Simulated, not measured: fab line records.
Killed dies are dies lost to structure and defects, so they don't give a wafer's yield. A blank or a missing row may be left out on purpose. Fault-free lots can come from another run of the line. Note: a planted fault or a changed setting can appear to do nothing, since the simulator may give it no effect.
Which of the tools did it?	flow n5-finfet	at 1 step of a route of 1938, 10 lots with 28 wafers sampled

== WHAT THE GAUGES READ, wafer by wafer ==
N5_MOL_CONTACT_COAG_OVL_MEAS_09.
lot	measured	on	CA_OVL (nm)
L243	day 4 13:27	overlay-01	0.6 1.1 0.8
L245	day 5 02:19	overlay-02	-1.3 -0.6 -0.4
L246	day 5 07:44	overlay-02	-0.7 -0.3 -1.1
L255	day 7 16:48	overlay-01	0.1 0.1
L256	day 7 19:07	overlay-02	-0.3 0.1
L257	day 8 01:34	overlay-02	0.1 -0.4 0.1
L259	day 8 18:01	overlay-01	-0.7 0.4 -0.3
L260	day 8 22:02	overlay-01	1.0 0.0 0.7
L263	day 9 20:33	overlay-02	1.5 -0.4 1.8
L265	day 10 02:43	overlay-01	-0.3 -0.1 -1.1

== WHAT TOOL EACH LOT RAN ON (gives the tool, then ch and the chambers of the sampled wafers, and finally the start) ==
The record holds no process step before these readings.

== THE ANSWER, worked out from the rows above alone ==
Rule: usual is defined by the lots themselves. The widest of any qualifying gaps counts: lots, ordered by their means at a reading, are off when they make up no more than a third of the lots, leave a main group of 4 or more, and stand apart from it by 3 or more times the standard deviation of that group's means. A main group whose means are all the same, to the digits that the tables above print for the reading, isn't used. Also off: a lot with no number at a reading for which 4 or more lots have one. Where the step has rows for the other lots, those lots are counted as sound.
Nothing can be told from this: no lot is off at any reading shown.

== WHAT HAD BEEN PUT IN BY THE SIMULATOR ==
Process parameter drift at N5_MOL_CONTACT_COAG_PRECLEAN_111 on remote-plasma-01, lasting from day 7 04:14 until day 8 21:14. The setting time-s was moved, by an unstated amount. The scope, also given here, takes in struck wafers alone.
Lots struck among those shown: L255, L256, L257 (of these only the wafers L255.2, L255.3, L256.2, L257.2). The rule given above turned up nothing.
